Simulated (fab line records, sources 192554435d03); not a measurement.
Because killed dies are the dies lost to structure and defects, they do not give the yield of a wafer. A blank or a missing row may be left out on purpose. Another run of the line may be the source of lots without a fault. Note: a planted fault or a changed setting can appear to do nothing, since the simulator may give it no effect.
Matching of chambers    flow n5_finfet    N5_PMOS_HMC_CHANNEL_EPI_HM_DEP_34 on pecvd-03: 3 sister chambers
The step deposits SiO2 from TEOS/O2, target thk 36 nm, time 6.9 s. 16 wafers are shown with their chamber, then 8 later ones without.

## EACH WAFER AND ITS CHAMBER
wafer   chamber  throttle_valve_pct (%)  heater_power_w (W)  showerhead_plenum_p_Torr (Torr)
L074.4  2        17.4                    510                 8.33
L074.5  0        18.7                    355                 8.33
L074.6  1        21.0                    700                 8.37
L078.3  1        20.9                    719                 8.36
L078.4  2        17.4                    499                 8.30
L078.5  1        20.9                    695                 8.37
L082.1  1        20.9                    668                 8.38
L082.4  1        21.1                    682                 8.36
L082.5  0        18.6                    456                 8.35
L083.1  1        20.7                    679                 8.34
L083.3  0        19.0                    395                 8.35
L083.4  1        21.0                    696                 8.35
L084.1  2        17.6                    579                 8.30
L084.3  1        20.7                    633                 8.36
L084.6  0        18.9                    405                 8.36
L090.1  1        20.8                    671                 8.35

SIGNATURES (means of the wafers above)
reading                   chamber 0  chamber 1  chamber 2  scatter within a chamber
throttle_valve_pct        18.800     20.889     17.467     0.146
heater_power_w            402.75     682.56     529.33     32.5
showerhead_plenum_p_Torr  8.3475     8.3600     8.3100     0.0132
Rule: for each reading, subtract the chamber's mean from the wafer's reading, divide by that reading's scatter and square the result; add these up over the readings and take the root, which gives the wafer's distance from the chamber. The wafer belongs to the nearest chamber; if the next one is less than 2 further off, it can't be placed. How the scatter is found: for the shown wafers, subtract from each reading the mean of its chamber, square and add these, divide the total by (wafers less chambers), then take the root.

## WAFERS MISSING THEIR CHAMBER
wafer   throttle_valve_pct (%)  heater_power_w (W)  showerhead_plenum_p_Torr (Torr)
L090.3  17.5                    497                 8.28
L090.4  21.0                    680                 8.36
L092.4  21.0                    654                 8.37
L092.5  17.3                    551                 8.30
L092.6  18.9                    414                 8.34
L094.1  19.0                    350                 8.36
L094.2  21.1                    717                 8.37
L094.4  19.1                    349                 8.36

## EACH ONE'S CHAMBER
wafer   from the rows above  in truth
L090.3  2                    2
L090.4  1                    1
L092.4  1                    1
L092.5  2                    2
L092.6  0                    0
L094.1  0                    0
L094.2  1                    1
L094.4  0                    0
Correctly placed: 8 of 8. Left unplaced by these rows: 0. 0 placed wrongly.
